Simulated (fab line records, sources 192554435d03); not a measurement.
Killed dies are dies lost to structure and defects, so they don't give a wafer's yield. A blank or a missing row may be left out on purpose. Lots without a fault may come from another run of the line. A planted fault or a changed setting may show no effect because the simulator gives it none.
Chamber matching | flow n5_finfet | N5_BEOL_M10_STRIP_36 on rie_diel-03: 4 sister chambers
The step strips in N2/H2. 4 wafers are shown with their chamber, then 9 later ones without.

WAFERS WITH THEIR CHAMBER
wafer  | chamber | drypump_motor_current_A (A)
L085.4 | 2       | 5.3
L088.5 | 1       | 6.3
L090.4 | 0       | 5.8
L090.5 | 3       | 5.4

WAFERS WITHOUT THEIR CHAMBER
wafer  | drypump_motor_current_A (A)
L092.1 | 5.8
L092.4 | 5.4
L092.6 | 5.4
L096.4 | 6.3
L096.5 | 6.4
L096.6 | 5.8
L097.1 | 5.8
L097.4 | 5.4
L097.5 | 5.8

WHICH CHAMBER EACH WENT THROUGH
wafer  | from the rows above | in truth
L092.1 | 0                   | 0
L092.4 | 3                   | 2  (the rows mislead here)
L092.6 | 3                   | 3
L096.4 | 1                   | 1
L096.5 | 1                   | 1
L096.6 | 0                   | 0
L097.1 | 0                   | 0
L097.4 | 3                   | 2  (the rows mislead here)
L097.5 | 0                   | 0
Placed correctly: 7 of 9. Can't be placed from these rows: 0. Placed wrongly: 2.
How it was worked out, from the rows above alone: a wafer's distance from a chamber is the root of the sum, over the readings, of the square of ((its reading less the chamber's mean) divided by the reading's scatter). The wafer belongs to the nearest chamber; if the next one is less than 2 further off, it can't be placed. A chamber's mean is the mean of its shown wafers. The scatter: with one shown wafer a chamber, the root of the mean of the squares of how far each hidden wafer lies from its nearest shown one.
